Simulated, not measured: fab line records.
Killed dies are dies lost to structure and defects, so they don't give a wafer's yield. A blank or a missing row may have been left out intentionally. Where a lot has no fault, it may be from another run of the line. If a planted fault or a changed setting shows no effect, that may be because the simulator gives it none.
fab line records	flow n5-finfet
record: lots: 6	wafers: 17	last-day: 21
route steps=1938 shown GATE_CUT@484 BEOL_M4@1111 PASSIVATION@1936
lots that met no fault: taken from a fault-free run of the same line
start-h: start of the lot's first displayed wafer, in hours after the record's first day	wait-h: how many hours have passed since the lot's step before this one	" unchanged from the row above	L1.1+2: several wafers, shown together as one row	- no value present, or no start provided	* or withheld: withheld	< > ~ a bound
route shown NAME@n: NAME is a module with steps in the file, n the number in the route of the first one	usual: the fault-free wafers' mean and standard deviation	same: alike in all rows	chamber/n: place in a boat	sites: the reading at each site	_std_site: standard deviation of those values	_edge_site: the outer-site mean with the inner-site mean subtracted	radius-mm: how far each site lies from the wafer's centre	mask NAME#n: copy n	behind: the most recent tool/chamber to have shaped the wafer	hold: why the lot went on hold/how many hours it stayed there/how the hold came to an end	device: the transistor (n, p or np) that didn't switch	end of line: the same wafers' tests at the end of the route	for a step that has no rows: nothing shown but its recipe	killed: not the wafer's yield, but the dies lost to structure and defects at the first sort	map: dies across one wafer; x = killed, . = not, _ = none there
set.NAME: setting as actually run; set.NAME@STEP: the setting as run at that earlier step	model.NAME: the simulator's own value behind a step, which no gauge read
a table for each step, a row for each wafer; lots at some steps of the route
services: when a tool's chamber went out of use (start-h, in hours from the record's first day, below 0 if earlier), for how many hours, and the reason
== steps ==
step: N5_GATE_CUT_EXPOSE_10
recipe: mask-id: GATE_CUT	na: 0.33	source-shape: annular	sigma-inner: 0.35	sigma-outer: 0.8	polarization: unpolarized	target-cd-nm: 20	dose-mj: 43.25
step: N5_GATE_CUT_PEB_11
recipe: peb-temp-c: 100	peb-time-s: 60	resist: CAR-EUV
step: N5_GATE_CUT_DEVELOP_12
recipe: develop-time-s: 30	developer: TMAH	resist: CAR-EUV	rinse-liquid: surfactant-rinse	dry: air-spin	dev-temp-c: 23
step: N5_GATE_CUT_CD_MEAS_13
recipe: target-cd-nm: 20	landing-energy-ev: 500	detector: se-inlens
usual: cd-nm: 19.97/0.3
lot.wafer	tool	chamber	start-h	wait-h	cd-nm
L452.2	cd-sem-01	0	81.52	-	20.09
L452.3	"	0	"	"	20.39
L452.5	"	0	"	"	19.90
L455.1	cd-sem-01	0	99.68	-	20.41
L455.4	"	0	"	"	20.22
L455.6	"	0	"	"	20.20
L467.4	cd-sem-01	0	171.90	-	19.63
L467.5	"	0	"	"	19.50
L470.1	cd-sem-01	0	192.56	-	19.89
L470.4	"	0	"	"	20.12
L470.6	"	0	"	"	19.73
L471.1	cd-sem-03	0	196.73	-	20.33
L471.4	"	0	"	"	20.48
L471.5	"	0	"	"	20.56
L472.1	cd-sem-03	0	208.60	-	19.90
L472.5	"	0	"	"	19.78
L472.6	"	0	"	"	19.70
step: N5_GATE_CUT_OVL_MEAS_14
recipe: points-per-wafer: 522
usual: GATE_CUT_OVL: 0.4/0.71
lot.wafer	tool	chamber	start-h	wait-h	GATE_CUT_OVL[nm]
L452.2	overlay-02	0	81.55	0.0	1.3
L452.3	"	0	"	"	1.1
L452.5	"	0	"	"	0.7
L455.1	overlay-02	0	99.71	0.0	0.6
L455.4	"	0	"	"	-0.1
L455.6	"	0	"	"	0.2
L467.4	overlay-01	0	171.95	0.0	-0.6
L467.5	"	0	"	"	0.4
L470.1	overlay-01	0	192.59	0.0	1.2
L470.4	"	0	"	"	0.1
L470.6	"	0	"	"	1.2
L471.1	overlay-02	0	196.76	0.0	-0.5
L471.4	"	0	"	"	-0.4
L471.5	"	0	"	"	-0.7
L472.1	overlay-02	0	208.63	0.0	1.4
L472.5	"	0	"	"	1.6
L472.6	"	0	"	"	1.2
step: N5_GATE_CUT_INSPECT_15
recipe: mode: adi	inspect-instrument: brightfield
usual: raw-defect-count: 134/46
lot.wafer	tool	chamber	start-h	wait-h	raw-defect-count
L452.2	defect-inspect-01	-	81.60	0.0	76
L452.3	"	-	"	"	148
L452.5	"	-	"	"	164
L455.1	defect-inspect-02	-	99.77	0.1	68
L455.4	"	-	"	"	71
L455.6	"	-	"	"	52
L467.4	defect-inspect-02	-	172.00	0.0	270
L467.5	"	-	"	"	153
L470.1	defect-inspect-01	-	192.65	0.1	93
L470.4	"	-	"	"	121
L470.6	"	-	"	"	95
L471.1	defect-inspect-02	-	196.81	0.1	164
L471.4	"	-	"	"	159
L471.5	"	-	"	"	179
L472.1	defect-inspect-01	-	208.69	0.1	111
L472.5	"	-	"	"	49
L472.6	"	-	"	"	79
step: N5_GATE_CUT_DESCUM_18
recipe: chemistry: O2	time-s: 7	source-power-w: 50	bias-power-w: 20	pressure-mtorr: 20	rf-frequency-hz: 2.712e+07	temp-c: 40	resist: CAR-EUV	o2-flow-sccm: 225
usual: chamber-pressure-mTorr: 20.000/0.016	drypump-motor-current-A: 5.6/0.46	oes-product-au: 0.76/0.056	rf-vpp-V: 243.4/1.4	showerhead-plenum-p-Torr: 2.10/0.088	throttle-valve-pct: 20.45/0.22
lot.wafer	tool	chamber	start-h	wait-h	chamber-pressure-mTorr	drypump-motor-current-A	oes-product-au	rf-hours-counter-h	rf-vpp-V	showerhead-plenum-p-Torr	throttle-valve-pct
L452.2	rie-diel-05	1	81.64	0.0	19.998	5.6	0.74	176	245.2	2.14	20.30
L452.3	"	0	"	"	20.011	5.0	0.74	146	242.0	2.01	20.59
L452.5	"	3	"	"	19.994	5.7	0.74	-	241.2	1.99	20.19
L455.1	rie-diel-05	3	99.80	0.0	20.025	5.7	0.74	148	242.2	1.99	20.21
L455.4	"	1	"	"	19.978	5.6	0.74	179	245.2	2.14	20.32
L455.6	"	1	"	"	20.006	5.6	0.74	-	245.0	2.14	20.33
L467.4	rie-diel-05	1	173.27	1.3	19.990	5.6	0.72	195	244.9	2.13	20.35
L467.5	"	0	"	"	20.012	5.0	0.72	-	242.3	2.01	20.63
L470.1	rie-diel-05	2	192.76	0.1	19.974	6.1	0.77	129	245.1	2.19	20.29
L470.4	"	1	"	"	19.974	5.6	0.71	206	244.5	2.13	20.36
L470.6	"	2	"	"	20.013	6.1	0.78	-	244.7	2.19	20.28
L471.1	rie-diel-02	1	196.85	0.0	20.004	6.4	0.83	81	243.8	2.23	20.45
L471.4	"	2	"	"	19.993	5.0	0.73	216	243.9	2.16	20.46
L471.5	"	0	"	"	20.014	4.9	0.70	-	240.2	1.98	20.96
L472.1	rie-diel-02	3	208.72	0.0	19.996	5.7	0.86	82	243.3	2.02	20.62
L472.5	"	2	"	"	20.033	5.0	0.72	-	244.0	2.16	20.46
L472.6	"	3	"	"	19.999	5.7	0.86	-	242.9	2.02	20.62
step: N5_GATE_CUT_ETCH_28
recipe: chemistry: N2/H2	target: underlayer	target-depth-a: 130	mask-material: CAR-EUV	time-s: 10.4	ion-energy-ev: 200	pressure-mtorr: 30	source-w: 840	bias-w: 150	n2-flow-sccm: 200	h2-flow-sccm: 200	ends: cleared
usual: chamber-pressure-mTorr: 30.000/0.029	drypump-motor-current-A: 5.6/0.47	etch-rf-on-time-s: 10.50/0.3	oes-product-au: 0.65/0.042	rf-vpp-V: 524.3/3	showerhead-plenum-p-Torr: 2.56/0.11	throttle-valve-pct: 17.97/0.28
lot.wafer	tool	chamber	start-h	wait-h	chamber-pressure-mTorr	drypump-motor-current-A	etch-rf-on-time-s	oes-product-au	rf-hours-counter-h	rf-vpp-V	showerhead-plenum-p-Torr	throttle-valve-pct
L452.2	rie-diel-05	1	81.67	0.0	30.015	5.6	10.53	0.62	176	527.0	2.65	18.07
L452.3	"	0	"	"	29.982	5.0	10.61	0.64	146	522.1	2.43	17.88
L452.5	"	3	"	"	29.966	5.7	10.36	0.66	-	520.3	2.45	17.75
L455.1	rie-diel-05	3	99.84	0.0	29.989	5.8	10.23	0.65	148	521.4	2.44	17.76
L455.4	"	1	"	"	29.970	5.6	10.58	0.62	179	526.2	2.65	18.07
L455.6	"	1	"	"	30.088	5.6	10.52	0.63	-	527.4	2.65	18.08
L467.4	rie-diel-05	1	173.31	0.0	30.061	5.6	10.71	0.62	195	525.8	2.65	18.10
L467.5	"	0	"	"	30.025	5.0	10.58	0.62	-	520.8	2.42	17.91
L470.1	rie-diel-05	2	192.80	0.0	29.996	6.2	10.13	0.67	129	528.1	2.69	18.04
L470.4	"	1	"	"	29.981	5.6	10.80	0.60	206	526.3	2.64	18.13
L470.6	"	2	"	"	30.008	6.1	10.19	0.67	-	528.0	2.69	18.03
L471.1	rie-diel-02	1	196.88	0.0	29.924	6.4	10.92	0.68	81	528.8	2.68	17.64
L471.4	"	2	"	"	29.997	5.0	10.87	0.60	216	526.0	2.62	17.90
L471.5	"	0	"	"	29.993	4.8	10.00	0.60	-	519.9	2.38	18.33
L472.1	rie-diel-02	3	208.76	0.0	29.972	5.7	10.58	0.70	82	521.2	2.50	18.50
L472.5	"	2	"	"	29.958	5.0	10.97	0.60	-	525.8	2.62	17.90
L472.6	"	3	"	"	30.008	5.7	10.57	0.70	-	520.6	2.50	18.48
step: N5_GATE_CUT_ETCH_36
recipe: chemistry: CF4	target: SiARC	target-depth-a: 130	mask-material: CAR-EUV	time-s: 21.7	ion-energy-ev: 80	pressure-mtorr: 40	source-w: 545	bias-w: 36	Ar_flow_sccm: 100	cf4-flow-sccm: 100	ends: cleared
usual: chamber-pressure-mTorr: 40.00/0.038	drypump-motor-current-A: 5.6/0.46	etch-rf-on-time-s: 22.0/0.59	oes-product-au: 0.65/0.043	rf-vpp-V: 184.1/1.4	showerhead-plenum-p-Torr: 2.15/0.086	throttle-valve-pct: 15.67/0.2
lot.wafer	tool	chamber	start-h	wait-h	chamber-pressure-mTorr	drypump-motor-current-A	etch-rf-on-time-s	oes-product-au	rf-hours-counter-h	rf-vpp-V	showerhead-plenum-p-Torr	throttle-valve-pct
L452.2	rie-diel-05	1	81.69	0.0	40.07	5.6	22.2	0.63	176	183.9	2.22	15.77
L452.3	"	0	"	"	39.99	5.0	22.5	0.63	146	184.0	2.06	15.70
L452.5	"	3	"	"	39.98	5.8	21.6	0.66	-	182.4	2.05	15.45
L455.1	rie-diel-05	3	99.86	0.0	39.99	5.7	21.4	0.65	148	180.7	2.05	15.49
L455.4	"	1	"	"	39.96	5.5	21.8	0.63	179	184.7	2.22	15.77
L455.6	"	1	"	"	40.01	5.6	21.9	0.62	-	184.0	2.22	15.77
L467.4	rie-diel-05	1	173.33	0.0	39.95	5.6	22.1	0.61	195	183.8	2.22	15.80
L467.5	"	0	"	"	40.01	5.0	22.4	0.62	-	182.2	2.06	15.74
L470.1	rie-diel-05	2	192.82	0.0	40.00	6.1	21.3	0.67	129	183.7	2.25	15.54
L470.4	"	1	"	"	40.01	5.5	22.0	0.61	206	183.1	2.21	15.83
L470.6	"	2	"	"	40.01	6.1	21.0	0.68	-	184.7	2.25	15.56
L471.1	rie-diel-02	1	196.90	0.0	40.00	6.4	23.0	0.68	81	185.0	2.25	15.50
L471.4	"	2	"	"	40.05	5.0	22.9	0.60	216	182.8	2.20	15.69
L471.5	"	0	"	"	39.96	4.8	21.3	0.59	-	183.1	2.01	16.03
L472.1	rie-diel-02	3	208.78	0.0	39.96	5.7	22.1	0.71	82	182.2	2.08	15.82
L472.5	"	2	"	"	40.01	5.0	22.5	0.60	-	185.5	2.20	15.68
L472.6	"	3	"	"	39.97	5.7	22.2	0.70	-	183.5	2.08	15.82
step: N5_GATE_CUT_ETCH_37
recipe: chemistry: N2/H2	target: SOC	target-depth-a: 600	overetch-a: 120	mask-material: SiARC	temp-c: 40	time-s: 90	ion-energy-ev: 200	pressure-mtorr: 30	source-w: 840	bias-w: 150	n2-flow-sccm: 200	h2-flow-sccm: 200
usual: chamber-pressure-mTorr: 29.997/0.027	drypump-motor-current-A: 5.6/0.46	oes-product-au: 0.68/0.047	rf-vpp-V: 524.3/2.9	showerhead-plenum-p-Torr: 2.56/0.11	throttle-valve-pct: 17.94/0.28
lot.wafer	tool	chamber	start-h	wait-h	chamber-pressure-mTorr	drypump-motor-current-A	oes-product-au	rf-hours-counter-h	rf-vpp-V	showerhead-plenum-p-Torr	throttle-valve-pct
L452.2	rie-diel-05	1	81.72	0.0	30.034	5.6	0.67	176	527.5	2.65	18.04
L452.3	"	0	"	"	30.014	5.0	0.67	146	521.7	2.43	17.85
L452.5	"	3	"	"	30.013	5.7	0.69	-	521.2	2.45	17.71
L455.1	rie-diel-05	3	99.88	0.0	29.938	5.8	0.69	148	520.4	2.44	17.74
L455.4	"	1	"	"	30.026	5.6	0.66	179	528.1	2.65	18.03
L455.6	"	1	"	"	29.944	5.6	0.66	-	526.6	2.65	18.06
L467.4	rie-diel-05	1	173.35	0.0	30.013	5.6	0.65	195	527.8	2.65	18.07
L467.5	"	0	"	"	29.981	4.9	0.66	-	519.7	2.42	17.88
L470.1	rie-diel-05	2	192.84	0.0	29.960	6.2	0.69	129	525.9	2.69	17.99
L470.4	"	1	"	"	30.024	5.6	0.64	206	526.5	2.64	18.11
L470.6	"	2	"	"	29.964	6.1	0.69	-	527.9	2.69	18.00
L471.1	rie-diel-02	1	196.93	0.0	29.990	6.4	0.74	81	528.2	2.68	17.61
L471.4	"	2	"	"	30.035	5.0	0.65	216	526.3	2.62	17.89
L471.5	"	0	"	"	29.959	4.8	0.62	-	520.8	2.38	18.28
L472.1	rie-diel-02	3	208.80	0.0	29.965	5.7	0.75	82	522.0	2.50	18.45
L472.5	"	2	"	"	29.988	5.0	0.64	-	525.4	2.62	17.89
L472.6	"	3	"	"	29.991	5.7	0.75	-	521.4	2.50	18.46
step: N5_GATE_CUT_STRIP_38
recipe: chemistry: N2/H2	temp-c: 40	n2-flow-sccm: 200	h2-flow-sccm: 200	rf-frequency-hz: 6e+07
step: N5_GATE_CUT_STRIP_39
recipe: chemistry: N2/H2	temp-c: 40	n2-flow-sccm: 200	h2-flow-sccm: 200	rf-frequency-hz: 6e+07
step: N5_GATE_CUT_HM_OPEN_40
recipe: chemistry: C4F6/O2	target: SiO2	mask-material: SiARC	target-depth-a: 1390	time-s: 85.1	ion-energy-ev: 250	pressure-mtorr: 30	source-w: 345	bias-w: 185	Ar_flow_sccm: 300	C4F6_flow_sccm: 10	O2_flow_sccm: 10	ends: cleared
usual: chamber-pressure-mTorr: 29.999/0.027	drypump-motor-current-A: 5.6/0.47	etch-rf-on-time-s: 95.0/2.2	oes_ar_750_au: 0.76/0.049	oes-product-au: 0.69/0.046	rf-vpp-V: 676/19	showerhead-plenum-p-Torr: 2.85/0.12	throttle-valve-pct: 20.97/0.22
lot.wafer	tool	chamber	start-h	wait-h	chamber-pressure-mTorr	drypump-motor-current-A	etch-rf-on-time-s	oes_ar_750_au	oes-product-au	rf-hours-counter-h	rf-vpp-V	showerhead-plenum-p-Torr	throttle-valve-pct
L452.2	rie-diel-05	1	81.80	0.0	30.010	5.6	94.8	0.74	0.66	176	650	2.96	21.13
L452.3	"	0	"	"	29.976	5.0	93.9	0.74	0.67	146	690	2.72	20.97
L452.5	"	3	"	"	29.988	5.7	94.9	0.78	0.69	-	669	2.73	20.77
L455.1	rie-diel-05	3	99.97	0.0	30.017	5.7	96.2	0.79	0.68	148	669	2.73	20.77
L455.4	"	1	"	"	30.068	5.6	97.7	0.73	0.66	180	650	2.96	21.14
L455.6	"	1	"	"	29.969	5.6	97.7	0.74	0.65	-	649	2.96	21.15
L467.4	rie-diel-05	1	173.44	0.0	30.014	5.6	124.7	0.73	0.61	195	649	2.96	21.14
L467.5	"	0	"	"	29.970	5.0	122.0	0.72	0.61	-	691	2.72	20.95
L470.1	rie-diel-05	2	192.93	0.0	30.000	6.1	92.3	0.79	0.71	129	656	2.99	20.92
L470.4	"	1	"	"	29.984	5.6	127.3	0.72	0.60	206	650	2.95	21.15
L470.6	"	2	"	"	29.978	6.1	91.1	0.79	0.71	-	656	2.99	20.91
L471.1	rie-diel-02	1	197.01	0.0	29.986	6.4	98.1	0.79	0.73	81	693	2.99	20.76
L471.4	"	2	"	"	30.040	5.0	97.9	0.71	0.64	216	660	2.91	20.84
L471.5	"	0	"	"	30.039	4.9	92.9	0.69	0.64	-	677	2.68	21.31
L472.1	rie-diel-02	3	208.89	0.0	29.996	5.7	92.2	0.80	0.74	82	717	2.74	21.08
L472.5	"	2	"	"	29.943	5.0	96.8	0.70	0.64	-	659	2.91	20.83
L472.6	"	3	"	"	29.964	5.7	94.2	0.81	0.75	-	717	2.74	21.08
step: N5_GATE_CUT_STRIP_41
recipe: chemistry: CF4	resist: SiARC	power-w: 300	bias-power-w: 75	pressure-mtorr: 50	cf4-flow-sccm: 150	rf-frequency-hz: 6e+07
usual: chamber-pressure-mTorr: 50.01/0.046	drypump-motor-current-A: 5.6/0.46	oes-product-au: 0.177/0.012	rf-vpp-V: 271.3/1.6	showerhead-plenum-p-Torr: 1.80/0.07	throttle-valve-pct: 13.66/0.2
lot.wafer	tool	chamber	start-h	wait-h	chamber-pressure-mTorr	drypump-motor-current-A	oes-product-au	rf-hours-counter-h	rf-vpp-V	showerhead-plenum-p-Torr	throttle-valve-pct
L452.2	rie-diel-05	1	81.86	0.0	49.98	5.6	0.173	176	270.8	1.85	13.73
L452.3	"	0	"	"	49.94	5.0	0.172	146	269.5	1.74	13.70
L452.5	"	3	"	"	50.03	5.8	0.181	-	270.7	1.72	13.46
L455.1	rie-diel-05	3	100.03	0.0	50.01	5.7	0.179	148	270.8	1.72	13.46
L455.4	"	1	"	"	50.03	5.6	0.174	180	273.5	1.85	13.73
L455.6	"	1	"	"	50.01	5.6	0.169	-	273.9	1.85	13.72
L467.4	rie-diel-05	1	173.50	0.0	49.99	5.6	0.169	195	272.0	1.85	13.77
L467.5	"	0	"	"	49.94	5.0	0.166	-	271.2	1.73	13.74
L470.1	rie-diel-05	2	192.99	0.0	50.03	6.1	0.174	129	273.0	1.88	13.51
L470.4	"	1	"	"	49.98	5.5	0.167	206	271.3	1.84	13.80
L470.6	"	2	"	"	49.99	6.1	0.180	-	274.2	1.88	13.52
L471.1	rie-diel-02	1	197.07	0.0	50.01	6.4	0.198	81	274.1	1.89	13.49
L471.4	"	2	"	"	50.08	5.0	0.166	216	272.6	1.85	13.72
L471.5	"	0	"	"	50.05	4.8	0.162	-	268.0	1.69	14.06
L472.1	rie-diel-02	3	208.95	0.0	49.99	5.7	0.190	82	270.2	1.76	13.83
L472.5	"	2	"	"	50.06	5.0	0.168	-	271.8	1.85	13.73
L472.6	"	3	"	"	49.98	5.7	0.192	-	269.9	1.76	13.81
step: N5_BEOL_M4_RC_MEAS_101
usual: DIBL_N: 36.1/2.3	DIBL_P: 36/3.2	IOFF_N: 0.16/0.045	IOFF_P: 0.21/0.049	ION_N: 674/14	ION_P: 462/8.4	SS_N: 71.6/0.83	SS_P: 73.2/0.87	VT_N: 249/3.8	VT_P: -250/3.4
lot.wafer	tool	chamber	start-h	wait-h	DIBL_N[mV/V]	DIBL_P[mV/V]	IOFF_N[nA/um]	IOFF_P[nA/um]	ION_N[uA/um]	ION_P[uA/um]	SS_N[mV/dec]	SS_P[mV/dec]	VT_N[mV]	VT_P[mV]
L452.2	prober-02	0	237.13	0.4	37.0	35	0.16	0.23	697	478	71.0	72.9	247	-247
L452.3	"	0	"	"	35.8	35	0.14	0.20	690	472	71.1	73.0	251	-249
L452.5	"	0	"	"	36.4	35	0.14	0.21	682	472	71.4	72.4	250	-250
L455.1	prober-01	0	259.92	0.0	38.4	42	0.23	0.32	695	476	71.7	74.3	243	-244
L455.4	"	0	"	"	33.2	34	0.12	0.17	682	471	70.8	72.6	252	-250
L455.6	"	0	"	"	40.3	43	0.27	0.34	689	469	72.4	74.6	239	-244
L467.4	prober-01	0	345.17	0.5	33.9	34	0.13	0.16	667	457	70.4	72.4	248	-255
L467.5	"	0	"	"	40.4	42	0.27	0.27	700	467	72.8	74.4	240	-249
L470.1	prober-02	0	355.51	0.0	32.8	31	0.12	0.17	675	467	70.1	72.3	249	-251
L470.4	"	0	"	"	38.0	37	0.21	0.26	693	476	71.4	73.5	242	-247
L470.6	"	0	"	"	34.9	34	0.16	0.22	682	478	70.3	73.2	245	-246
L472.1	prober-02	0	358.67	0.0	37.4	39	0.19	0.23	695	472	72.0	74.2	244	-251
L472.5	"	0	"	"	40.1	41	0.24	0.29	685	475	72.7	74.1	244	-246
L472.6	"	0	"	"	37.9	39	0.18	0.22	685	469	72.5	73.3	247	-252
L471.1	prober-01	0	388.33	0.0	35.1	37	0.15	0.22	677	463	71.2	73.7	249	-249
L471.4	"	0	"	"	32.4	34	0.12	0.17	653	453	70.1	72.3	256	-253
L471.5	"	0	"	"	35.5	37	0.16	0.21	679	464	70.7	73.4	251	-249
step: N5_PASSIVATION_PROBE_49
usual: defect-limited-yield: 90.9/1.6	killed_at_M0_to_M3: 37/11	killed_at_M4_up: 15/5.6	killed-at-contacts: 13/6.4	killed-at-front-end: 39/11	killed-at-other: 4/3.1	killed-dies: 107/19	killed-open: 71/14	killed-short: 34/7.8	sort_bin_4_leakage: 0.01/0.053	sort_bin_5_function: 5.3/1	sort_bin_6_memory: 3.4/0.72	sort-n-pass: 1072/20	sort-yield-pct: 90.9/1.7
same: gross-dies: 1180	killed-at-back-side: 0	sort_bin_8_speed[%]: 0
lot.wafer	tool	chamber	start-h	wait-h	defect-limited-yield[%]	killed_at_M0_to_M3	killed_at_M4_up	killed-at-contacts	killed-at-front-end	killed-at-other	killed-dies	killed-open	killed-short	sort_bin_4_leakage[%]	sort_bin_5_function[%]	sort_bin_6_memory[%]	sort-n-pass	sort-yield-pct[%]
L452.2	prober-02	-	356.79	0.4	90.9	35	22	18	29	3	107	75	29	0	5.8	2.9	1073	90.9
L452.3	prober-02	-	356.84	0.4	90.5	38	20	10	40	4	112	69	38	0	5.4	3.5	1068	90.5
L452.5	prober-02	-	356.94	0.5	91.7	21	16	15	40	6	98	62	30	0	5.7	1.8	1082	91.7
L467.4	prober-02	-	467.75	0.2	93.6	17	12	3	42	1	75	49	26	0	4.3	1.7	1105	93.6
killed by level:class
L452.2 MOL_CONTACT_COAG:geometric-particle:open=14 BEOL_M4:geometric-particle:open=9 STI_FIN_REVEAL:geometric-particle:open=8 BEOL_M0_SAQP:geometric-particle:open=8 BEOL_M3:geometric-particle:open=8 GATE_CUT:geometric-particle:short=5 BEOL_M1:geometric-particle:short=5 GATE_CUT:geometric-particle:open=4
L452.3 BEOL_M2:geometric-particle:open=13 STI_FIN_REVEAL:geometric-particle:open=10 BEOL_M0_SAQP:geometric-particle:short=9 MOL_CONTACT_COAG:geometric-particle:open=7 BEOL_M4:geometric-particle:open=6 BEOL_M0_SAQP:geometric-particle:open=5 DUMMY_GATE:geometric-particle:open=4 GATE_CUT:geometric-particle:short=4
L452.5 MOL_CONTACT_COAG:geometric-particle:open=12 STI_FIN_REVEAL:geometric-particle:open=6 ILD0:geometric-particle:open=5 GATE_CUT:geometric-particle:short=5 BEOL_M4:geometric-particle:open=5 MIM_TOP:geometric-particle:open=5 HKMG_FIN:area-etch=5 DUMMY_GATE:geometric-particle:open=4
L467.4 STI_FIN_REVEAL:geometric-particle:open=11 FIN_SAQP:geometric-particle:open=6 ILD0:geometric-particle:short=5 ILD0:geometric-particle:open=4 BEOL_M0:geometric-particle:open=4 BEOL_M2:geometric-particle:open=3 BEOL_M4:geometric-particle:open=3 BEOL_M5:geometric-particle:open=3
== services ==
tool	chamber	start-h	hours	kind
rie-diel-05	-	95.09	0.1	repair
rie-diel-02	-	169.40	14.6	pm
rie-diel-05	3	183.44	8.8	repair
rie-diel-02	-	192.18	1.3	repair
== key ==
first-sign: step: N5_GATE_CUT_HM_OPEN_40	reading: etch-rf-on-time-s	direction: up	sigmas: 14	usual: *	struck: *
effect none on later readings
met-at N5_GATE_CUT_HM_OPEN_40
struck-wafers L467.4,L467.5,L470.4
onset-between 99.97 173.44
fault: kind: process-parameter-drift	tool: rie-diel-05	chamber: -	onset-h: 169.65	steps: N5_GATE_CUT_HM_OPEN_40	channel: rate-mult	offset: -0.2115	shape: step	end-h: 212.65	scope: struck-wafers-only
